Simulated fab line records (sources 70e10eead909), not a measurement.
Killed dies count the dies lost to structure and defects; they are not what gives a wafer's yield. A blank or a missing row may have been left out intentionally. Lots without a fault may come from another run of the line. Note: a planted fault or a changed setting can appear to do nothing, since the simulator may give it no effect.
2 desks looking at one fault ; flow nand_harc ; what lay behind the numbers comes last; until then each desk has only its own

## AT THE METROLOGY DESK
What the gauges read, lot by lot, whatever tool the lot ran on: means of the sampled wafers that have a number. Marked OUT: a lot whose mean sits more than 4 standard deviations from the usual mean, which makes it out of limits; the brackets give that distance.
Columns: A = overlay_x_nm at NHARC_A_BONDPAD_OVL_MEAS_35, usual 3 nm; B = overlay_y_nm at NHARC_A_BONDPAD_OVL_MEAS_35, usual 1 nm
lot;first seen here;A;B
L279;day 17 16:52;5;1
L282;day 18 01:28;-4;11
L281;day 18 04:31;-2;-8
L280;day 18 11:15;10;-7
L283;day 18 18:25;6;-4
L286;day 19 20:20;1;6
L296;day 22 01:23;5;-14
L293;day 22 11:26;2;-7
L298;day 22 12:11;15;8
L299;day 23 01:37;9;1
L300;day 23 02:21;9;0
L301;day 23 14:16;-5;3
L302;day 24 01:07;0;0
Result from this desk: across the 13 lots, nothing is out of limits.

## THE TOOL OWNER'S DESK: pecvd_onon-02
The tool's own readings at NHARC_A_ONON_D1_DEP_19 (target thk 1000 nm): means of the sampled wafers that have a number, for each lot that ran on this tool. Marked OUT: a lot whose mean sits more than 4 standard deviations from the usual mean, which makes it out of limits; the brackets give that distance.
Columns: A = susceptor_temp_C at NHARC_A_ONON_D1_DEP_19, usual 399.99 C
lot;first seen here;A
L282;day 8 14:36;399.93
L283;day 9 02:53;399.64
L286;day 10 04:25;399.80
Result from this desk: across the 3 lots, nothing is out of limits.

## TAKEN TOGETHER
Metrology desk: nothing out of limits seen.
The desk of the tool owner found nothing out of limits.

## WHAT HAD BEEN PUT IN BY THE SIMULATOR
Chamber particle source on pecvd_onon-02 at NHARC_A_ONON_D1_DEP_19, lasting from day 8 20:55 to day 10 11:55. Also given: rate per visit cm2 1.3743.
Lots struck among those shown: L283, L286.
